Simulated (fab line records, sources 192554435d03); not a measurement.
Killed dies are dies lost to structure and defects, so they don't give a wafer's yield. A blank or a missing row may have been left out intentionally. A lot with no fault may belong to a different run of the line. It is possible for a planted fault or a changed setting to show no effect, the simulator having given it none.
Split-lot experiment -- flow n5 finfet -- 21 wafers read across 7 lots, on a route 1938 steps long

## SPLIT DETAILS
At N5_BEOL_M14_ETCH_68 (etches SOC in N2/H2, time 450 s), the setting time s was moved away from the recipe's 450 s on 5 of the 21 wafers read, by -15.5% to +9.5%. All remaining wafers had this setting at the recipe value.

Reading taken at the split's own step.

## THE READING
SiARC_of_BEOL_M14_COAT_66.thk nm (the simulator's own value, which no gauge read), in nm, at N5_BEOL_M14_ETCH_68 (etches SOC in N2/H2, time 450 s). No usual value for it is given in the file. The 16 wafers here that ran the recipe average 65.7 nm, standard deviation 0.79 nm.

wafer,"tool, chamber at the split","time s as run, s",against the recipe,"SiARC_of_BEOL_M14_COAT_66.thk nm, nm",against lot-mates on the recipe
L075.2,"rie diel-03, 2",450,recipe,64.2,-
L075.3,"rie diel-03, 1",450,recipe,66.4,-
L075.6,"rie diel-03, 3",450,recipe,64.6,-
L083.1,"rie diel-02, 3",450,recipe,65.8,-
L083.4,"rie diel-02, 1",492.6,+9.5%,62.6,-3.5
L083.5,"rie diel-02, 0",450,recipe,66.4,-
L087.2,"rie diel-03, 3",450,recipe,64.4,-
L087.3,"rie diel-03, 2",404.8,-10.0%,69.4,+4.1
L087.6,"rie diel-03, 1",450,recipe,66.2,-
L086.3,"rie diel-02, 2",450,recipe,65.4,-
L086.5,"rie diel-02, 1",450,recipe,66.2,-
L086.6,"rie diel-02, 0",450,recipe,66,-
L091.2,"rie diel-06, 3",450,recipe,65.2,-
L091.3,"rie diel-06, 1",450,recipe,65.8,-
L091.5,"rie diel-06, 0",450,recipe,64.8,-
L093.2,"rie diel-03, 1",380.3,-15.5%,72.6,no lot-mate on the recipe
L093.5,"rie diel-03, 0",380.3,-15.5%,71.4,no lot-mate on the recipe
L093.6,"rie diel-03, 1",380.3,-15.5%,72.6,no lot-mate on the recipe
L095.2,"rie diel-06, 2",450,recipe,66.6,-
L095.3,"rie diel-06, 3",450,recipe,65.6,-
L095.6,"rie diel-06, 1",450,recipe,66.8,-

FIT RESULTS
A straight line over all 21 wafers: SiARC_of_BEOL_M14_COAT_66.thk nm changes by -0.404 nm for each +1% of time s; r = -0.96; the points scatter about the line by 0.78 nm.
The same after taking each lot's own level away (the mean of its wafers on the recipe; 18 wafers): -0.39 nm for each +1%; r = -0.91; scatter 0.63 nm.
The reading moves by 6 nm for the largest change in time s, on that fit.
The span of the lots' own levels, 65.07 to 66.33 nm, comes to 1.6 times the standard deviation stated above.
The two slopes are in agreement: the lot-to-lot level therefore moves the slope only a little.
Check: for one of the wafers moved furthest among these (-10.0%), held out of the fit, the line's prediction against its lot-mates is +3.71 nm. It came out at +4.1 nm against them.

## THE FILE'S OWN FIT
SiARC_of_BEOL_M14_COAT_66.thk nm changes by -0.39 nm for each +1% of time s, r = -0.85.
